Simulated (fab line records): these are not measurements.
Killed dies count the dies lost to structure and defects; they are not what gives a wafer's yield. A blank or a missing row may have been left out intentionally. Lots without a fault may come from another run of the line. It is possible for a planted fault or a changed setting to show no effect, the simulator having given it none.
3 desks, one fault | flow nand-harc | numbers are kept per desk, each desk with only its own; the story behind them comes last

== THE METROLOGY DESK ==
Means of the sampled wafers that have a number, per lot and without regard to the tool the lot ran on: this is what the gauges read. The brackets show how far a lot's mean lies from the usual mean; more than 4 standard deviations puts the lot out of limits, marked OUT.
Columns: A = trench-depth-nm at NHARC_P_STI_OCD_MEAS_43, usual 301 nm; B = trench-foot-cd-nm at NHARC_P_STI_OCD_MEAS_43, usual 158.2 nm; C = cd-nm at NHARC_P_GATE_CD_MEAS_11, usual 1640.5 nm
lot  | first seen here | A   | B     | C
L289 | day 2 13:53     | 304 | 158.3 | 1639.1
L291 | day 3 02:55     | 298 | 157.5 | 1640.3
L293 | day 3 12:50     | 299 | 160.6 | 1642.8
L295 | day 4 00:35     | 301 | 157.4 | 1639.4
L297 | day 4 11:34     | 298 | 159.1 | 1640.4
L296 | day 4 11:44     | 303 | 156.9 | 1641.9
L299 | day 5 01:43     | 291 | 159.3 | 1639.9
L301 | day 5 13:49     | 304 | 161.4 | 1640.3
L303 | day 6 01:56     | 310 | 156.0 | 1640.2
L304 | day 6 07:23     | 295 | 155.4 | 1640.3
L308 | day 7 11:34     | 301 | 157.3 | 1639.6
L309 | day 7 11:46     | 298 | 158.0 | 1641.5
This desk's finding: nothing out of limits on any of the 12 lots.

== AT THE TOOL OWNER'S DESK: furnace-06 ==
The tool's own readings at NHARC_P_STI_OXIDE_40 (material SiO2, target thk 10 nm, ox time 1362 s): means of the sampled wafers that have a number, for each lot that ran on this tool. The brackets show how far a lot's mean lies from the usual mean; more than 4 standard deviations puts the lot out of limits, marked OUT.
Columns: A = ox-temp-c at NHARC_P_STI_OXIDE_40, usual 900.0 C; B = spike-tc-lower-C at NHARC_P_STI_OXIDE_40, usual 900.8 C
lot  | first seen here | A     | B
L296 | day 5 12:31     | 900.1 | 901.5
L297 | day 5 12:31     | 899.6 | 902.1
L303 | day 7 02:08     | 900.5 | 902.2
L304 | day 7 02:08     | 899.9 | 901.4
This desk's finding: nothing out of limits on any of the 4 lots.

== THE DEFECT DESK ==
Inspection counts along the route, by lot: the mean over sampled wafers that carry a number. The brackets show how far a lot's mean lies from the usual mean; more than 4 standard deviations puts the lot out of limits, marked OUT.
Columns: A = raw-defect-count at NHARC_P_STI_INSPECT_25, usual 224; B = raw-defect-count at NHARC_P_GATE_INSPECT_28, usual 7; C = raw-defect-count at NHARC_P_GATE_INSPECT_68, usual 205
lot  | first seen here | A              | B                     | C
L289 | day 3 17:26     | 300            | 4                     | 288
L291 | day 4 05:58     | 213            | 6                     | 211
L293 | day 4 15:29     | 129            | 7                     | 131
L295 | day 5 03:51     | 202            | 7                     | 183
L296 | day 5 16:34     | 186            | 6                     | 163
L297 | day 5 16:34     | 275            | 8                     | 272
L299 | day 6 00:05     | 181            | 7                     | 156
L301 | day 6 21:35     | 243            | 5                     | 210
L303 | day 7 06:11     | 1073 (+11) OUT | 837 (+99 or more) OUT | 1029 (+12) OUT
L304 | day 7 06:12     | 1080 (+12) OUT | 835 (+99 or more) OUT | 1054 (+12) OUT
L308 | day 8 15:53     | 336            | 5                     | 341
L309 | day 8 15:53     | 191            | 6                     | 158
This desk finds L303, L304 out of limits, L303 being first, at day 7 06:11 (raw-defect-count at NHARC_P_STI_INSPECT_25). L289, L291, L293, L295, L296, L297, L299, L301, L308, L309: within limits.

== ALL TOGETHER ==
The defect desk could have raised an alarm at day 7 06:11, on L303, L304.
At the metrology desk, nothing out of limits was observed.
The desk of the tool owner found nothing out of limits.
The metrology desk has L303, L304 on record, within its limits.
The tool owner's desk has L303, L304 on record, within its limits.
On furnace-06, each named lot ran NHARC_P_STI_OXIDE_40.

== WHAT HAD BEEN PUT IN BY THE SIMULATOR ==
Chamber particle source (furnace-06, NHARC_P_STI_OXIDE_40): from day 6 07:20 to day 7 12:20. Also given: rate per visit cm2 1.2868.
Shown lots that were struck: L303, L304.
Hours from the fault's start to each desk's first reading out of limits: the defect desk, 23.
